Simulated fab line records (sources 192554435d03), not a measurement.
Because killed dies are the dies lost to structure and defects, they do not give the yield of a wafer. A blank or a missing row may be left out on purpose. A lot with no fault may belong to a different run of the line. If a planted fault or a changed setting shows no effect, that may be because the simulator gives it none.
Which tool did it? | flow n5_finfet | 24 wafers from 8 lots sampled at 8 of the route's 1938 steps

## WHAT EACH GAUGE READ, for each wafer
N5_BEOL_M4_RC_MEAS_101.
lot  | measured     | on        | DIBL_N (mV/V)  | DIBL_P (mV/V)  | IOFF_N (nA/um) | IOFF_P (nA/um) | ION_N (uA/um) | ION_P (uA/um) | SS_N (mV/dec)  | SS_P (mV/dec)  | VT_N (mV)   | VT_P (mV)
L945 | day 8 08:06  | prober-01 | 36.5 37.3 37.0 | 36.5 37.2 36.9 | 0.18 0.20 0.19 | 0.22 0.23 0.22 | 682 687 685   | 472 463 466   | 71.6 72.3 72.0 | 73.3 73.7 73.5 | 248 247 244 | -248 -250 -248
L947 | day 8 10:57  | prober-02 | 36.3 37.3 36.6 | 36.9 38.5 38.4 | 0.16 0.17 0.17 | 0.18 0.19 0.18 | 681 682 675   | 452 452 453   | 71.1 71.8 71.8 | 73.4 72.8 74.1 | 250 253 250 | -253 -255 -256
L954 | day 10 05:56 | prober-02 | 34.7 36.8 37.5 | 33.5 34.8 36.9 | 0.12 0.16 0.18 | 0.15 0.16 0.20 | 657 676 683   | 450 452 455   | 71.4 71.7 71.2 | 73.0 72.9 73.3 | 250 249 248 | -257 -256 -254
L953 | day 10 12:07 | prober-01 | 32.2 34.2 36.4 | 31.4 33.7 36.5 | 0.11 0.13 0.17 | 0.16 0.19 0.23 | 670 657 683   | 459 451 465   | 69.9 69.8 71.2 | 72.1 73.2 74.2 | 254 250 249 | -251 -253 -249
L962 | day 11 16:50 | prober-01 | 37.6 35.3 39.6 | 38.6 35.9 40.3 | 0.18 0.13 0.23 | 0.22 0.19 0.25 | 681 667 682   | 467 459 463   | 72.4 71.0 72.1 | 73.6 73.3 74.1 | 248 253 244 | -250 -251 -247
L960 | day 12 00:33 | prober-02 | 36.0 34.1 35.2 | 36.6 34.7 36.3 | 0.15 0.13 0.15 | 0.21 0.19 0.21 | 667 677 675   | 456 466 466   | 72.2 71.1 71.9 | 73.3 73.0 73.5 | 252 251 251 | -250 -250 -250
L964 | day 12 20:24 | prober-01 | 34.3 34.4 37.6 | 33.5 33.2 38.1 | 0.11 0.11 0.17 | 0.15 0.14 0.21 | 657 643 670   | 452 441 459   | 71.1 70.9 71.1 | 72.8 72.3 73.7 | 255 261 250 | -257 -260 -251
L967 | day 13 22:52 | prober-02 | 38.3 36.6 35.1 | 38.7 36.7 35.0 | 0.19 0.14 0.14 | 0.25 0.23 0.20 | 673 654 668   | 469 459 462   | 72.7 71.7 71.7 | 73.5 73.3 73.1 | 246 253 250 | -248 -248 -249

N5_BEOL_M12_CD_MEAS_17: the cd target is 140 nm.
lot  | measured     | on        | cd_nm (nm)
L945 | day 10 22:18 | cd_sem-01 | 140.6 136.0 138.7
L947 | day 11 01:22 | cd_sem-03 | 140.5 137.8 139.0
L954 | day 12 23:25 | cd_sem-02 | 140.3 136.3 138.3
L953 | day 13 00:25 | cd_sem-02 | 132.1 140.7 133.9
L962 | day 14 11:22 | cd_sem-02 | 141.2 139.5 136.8
L960 | day 14 21:23 | cd_sem-03 | 138.1 139.0 137.7
L964 | day 15 23:08 | cd_sem-02 | 137.1 135.7 138.1
L967 | day 16 13:15 | cd_sem-03 | 143.3 141.0 142.9

N5_BEOL_M12_OCD_MEAS_35.
lot  | measured     | on     | trench_depth_nm (nm)
L945 | day 10 23:21 | ocd-01 | 319 315 320
L947 | day 11 02:25 | ocd-02 | 320 314 315
L954 | day 13 00:34 | ocd-02 | 317 244 316
L953 | day 13 01:21 | ocd-02 | 270 321 271
L962 | day 14 12:46 | ocd-02 | 320 316 323
L960 | day 14 22:41 | ocd-01 | 315 327 323
L964 | day 16 00:12 | ocd-02 | 321 312 323
L967 | day 16 14:19 | ocd-02 | 322 322 322

## WHICH TOOL RAN EACH LOT (tool, then ch and the chambers of the sampled wafers, then the start)
lot  | N5_BEOL_M11_DEP_56            | N5_BEOL_M12_DESCUM_15              | N5_BEOL_M12_ETCH_59                | N5_BEOL_M12_VIA_ETCH_16            | N5_BEOL_M12_STRIP_63
L945 | pecvd-01 ch 0,1, day 10 20:53 | rie_diel-06 ch 2,3, day 10 21:48   | rie_diel-06 ch 2,3, day 10 21:50   | rie_diel-06 ch 2,3, day 10 21:53   | plasma_asher-02 ch 0,1, day 10 22:05
L947 | pecvd-01 ch 0,1, day 11 00:06 | rie_diel-02 ch 1,2, day 11 00:52   | rie_diel-02 ch 1,2, day 11 00:54   | rie_diel-02 ch 1,2, day 11 00:58   | plasma_asher-02 ch 0,1, day 11 01:10
L954 | pecvd-02 ch 0,1, day 12 22:09 | rie_diel-06 ch 1,3, day 12 22:56   | rie_diel-06 ch 1,3, day 12 22:58   | rie_diel-06 ch 1,3, day 12 23:01   | plasma_asher-01 ch 0,1, day 12 23:13
L953 | pecvd-01 ch 0,2, day 12 22:59 | rie_diel-06 ch 0,1,2, day 12 23:55 | rie_diel-06 ch 0,1,2, day 12 23:58 | rie_diel-06 ch 0,1,2, day 13 00:01 | plasma_asher-01 ch 0,1, day 13 00:13
L962 | pecvd-03 ch 1,2, day 14 10:10 | rie_diel-03 ch 1,2, day 14 10:52   | rie_diel-03 ch 1,2, day 14 10:55   | rie_diel-03 ch 1,2, day 14 10:58   | plasma_asher-01 ch 0,1, day 14 11:10
L960 | pecvd-03 ch 1,2, day 14 19:54 | rie_diel-03 ch 2,3, day 14 20:54   | rie_diel-03 ch 2,3, day 14 20:56   | rie_diel-03 ch 2,3, day 14 20:59   | plasma_asher-02 ch 0,1, day 14 21:11
L964 | pecvd-02 ch 0,1, day 15 21:59 | rie_diel-03 ch 1,2,3, day 15 22:38 | rie_diel-03 ch 1,2,3, day 15 22:40 | rie_diel-03 ch 1,2,3, day 15 22:43 | plasma_asher-02 ch 0,1, day 15 22:55
L967 | pecvd-01 ch 0,1, day 16 11:20 | rie_diel-06 ch 1,2, day 16 12:46   | rie_diel-06 ch 1,2, day 16 12:47   | rie_diel-06 ch 1,2, day 16 12:51   | plasma_asher-02 ch 0,1, day 16 13:03
- N5_BEOL_M11_DEP_56: deposits SiCN from 3MS/NH3, target thk 30 nm, time 10.5 s.
- N5_BEOL_M12_DESCUM_15: chemistry O2, time 7.9 s.
- N5_BEOL_M12_ETCH_59: etches BARC in N2/H2, target depth 89 nm, overetch 26.7 nm, time 67.9 s.
- N5_BEOL_M12_VIA_ETCH_16: etches SiOC in C4F8/O2/Ar, target depth 724.8 nm.
- N5_BEOL_M12_STRIP_63: strips in N2/H2.

## AS READ BY THE TOOLS THEMSELVES (means over the sampled wafers that have a number; for cases with no such wafer, the mark the record gives instead)
N5_BEOL_M11_DEP_56.
lot  | tool     | showerhead_plenum_p_Torr (Torr) | throttle_valve_pct (%)
L945 | pecvd-01 | 4.148                           | 18.6
L947 | pecvd-01 | 4.151                           | 18.1
L954 | pecvd-02 | 4.182                           | 17.9
L953 | pecvd-01 | 4.152                           | 18.8
L962 | pecvd-03 | 4.161                           | 17.8
L960 | pecvd-03 | 4.163                           | 17.9
L964 | pecvd-02 | 4.156                           | 18.6
L967 | pecvd-01 | 4.152                           | 18.1

N5_BEOL_M12_DESCUM_15.
lot  | tool        | drypump_motor_current_A (A) | oes_product_au (a.u.) | rf_vpp_V (V) | showerhead_plenum_p_Torr (Torr) | throttle_valve_pct (%)
L945 | rie_diel-06 | 5.6                         | 0.80                  | 243.2        | 2.07                            | 20.19
L947 | rie_diel-02 | 5.6                         | 0.69                  | 242.2        | 2.08                            | 20.43
L954 | rie_diel-06 | 5.4                         | 0.71                  | 242.4        | 2.04                            | 20.66
L953 | rie_diel-06 | 5.9                         | 0.77                  | 243.7        | 2.15                            | 20.54
L962 | rie_diel-03 | 5.8                         | 0.83                  | 243.6        | 2.08                            | 20.15
L960 | rie_diel-03 | 6.0                         | 0.86                  | 243.1        | 2.11                            | 20.18
L964 | rie_diel-03 | 5.8                         | 0.89                  | 243.4        | 2.13                            | 20.20
L967 | rie_diel-06 | 5.7                         | 0.90                  | 243.6        | 2.11                            | 20.38

N5_BEOL_M12_ETCH_59.
lot  | tool        | drypump_motor_current_A (A) | oes_product_au (a.u.) | rf_vpp_V (V) | showerhead_plenum_p_Torr (Torr) | throttle_valve_pct (%)
L945 | rie_diel-06 | 5.6                         | 0.67                  | 523.5        | 2.52                            | 17.67
L947 | rie_diel-02 | 5.6                         | 0.60                  | 523.8        | 2.54                            | 18.02
L954 | rie_diel-06 | 5.4                         | 0.57                  | 522.0        | 2.48                            | 18.11
L953 | rie_diel-06 | 5.8                         | 0.57                  | 525.2        | 2.62                            | 18.02
L962 | rie_diel-03 | 5.8                         | 0.71                  | 523.2        | 2.54                            | 17.71
L960 | rie_diel-03 | 6.0                         | 0.75                  | 523.5        | 2.55                            | 17.67
L964 | rie_diel-03 | 5.8                         | 0.76                  | 524.5        | 2.58                            | 17.68
L967 | rie_diel-06 | 5.7                         | 0.77                  | 524.4        | 2.56                            | 17.82

N5_BEOL_M12_VIA_ETCH_16.
lot  | tool        | drypump_motor_current_A (A) | oes_product_au (a.u.) | rf_vpp_V (V) | showerhead_plenum_p_Torr (Torr) | throttle_valve_pct (%)
L945 | rie_diel-06 | 5.6                         | 0.71                  | 664          | 3.38                            | 23.94
L947 | rie_diel-02 | 5.6                         | 0.63                  | 664          | 3.40                            | 24.21
L954 | rie_diel-06 | 5.3                         | 0.63                  | 664          | 3.33                            | 24.37
L953 | rie_diel-06 | 5.8                         | 0.69                  | 668          | 3.51                            | 24.35
L962 | rie_diel-03 | 5.9                         | 0.75                  | 666          | 3.41                            | 23.95
L960 | rie_diel-03 | 6.0                         | 0.78                  | 666          | 3.42                            | 23.91
L964 | rie_diel-03 | 5.8                         | 0.80                  | 668          | 3.46                            | 23.90
L967 | rie_diel-06 | 5.7                         | 0.82                  | 667          | 3.45                            | 24.22

N5_BEOL_M12_STRIP_63.
lot  | tool            | drypump_motor_current_A (A) | heater_power_w (W) | oes_product_au (a.u.) | strip_time_to_endpoint_s (s)
L945 | plasma_asher-02 | 5.2                         | 356                | 0.691                 | 42.2
L947 | plasma_asher-02 | 5.2                         | 359                | 0.694                 | 43.2
L954 | plasma_asher-01 | 6.3                         | 345                | 0.696                 | 45.5
L953 | plasma_asher-01 | 6.2                         | 346                | 0.698                 | 47.9
L962 | plasma_asher-01 | 6.3                         | 339                | 0.693                 | 42.7
L960 | plasma_asher-02 | 5.2                         | 366                | 0.691                 | 43.1
L964 | plasma_asher-02 | 5.2                         | 355                | 0.698                 | 42.5
L967 | plasma_asher-02 | 5.2                         | 355                | 0.694                 | 41.6

## THE ANSWER, worked out from the rows above alone
Rule: what is usual is taken from the lots themselves. The widest of any qualifying gaps counts: lots, ordered by their means at a reading, are off when they make up no more than a third of the lots, leave a main group of 4 or more, and stand apart from it by 3 or more times the standard deviation of that group's means. Not used: any main group whose means are identical at the precision the tables above print for the reading. A lot without any number at a reading at which 4 lots or more have one is off too. Any other lot the step has rows for is counted as sound. The gauges are gone through in route order, then the tools' own readings, and for those a lot's mean is taken as printed above. The first step at which some lot is off is used, and at that step the reading that is off furthest; a lot without a number counts as furthest.
Off, at N5_BEOL_M12_OCD_MEAS_35 on trench_depth_nm: L954, L953. The main group: mean 319 nm, standard deviation 2.
If a tool, at a process step before that reading, ran all the lots that are off and no sound lot after the first of them, it fits. Not tried: the gauges at N5_BEOL_M12_OCD_MEAS_35; whatever is off there is also off at N5_BEOL_M12_STRIP_63, on other tools, and gauge error can't account for it. None of those tried fits.

## WHAT THE SIMULATOR HAD INSERTED
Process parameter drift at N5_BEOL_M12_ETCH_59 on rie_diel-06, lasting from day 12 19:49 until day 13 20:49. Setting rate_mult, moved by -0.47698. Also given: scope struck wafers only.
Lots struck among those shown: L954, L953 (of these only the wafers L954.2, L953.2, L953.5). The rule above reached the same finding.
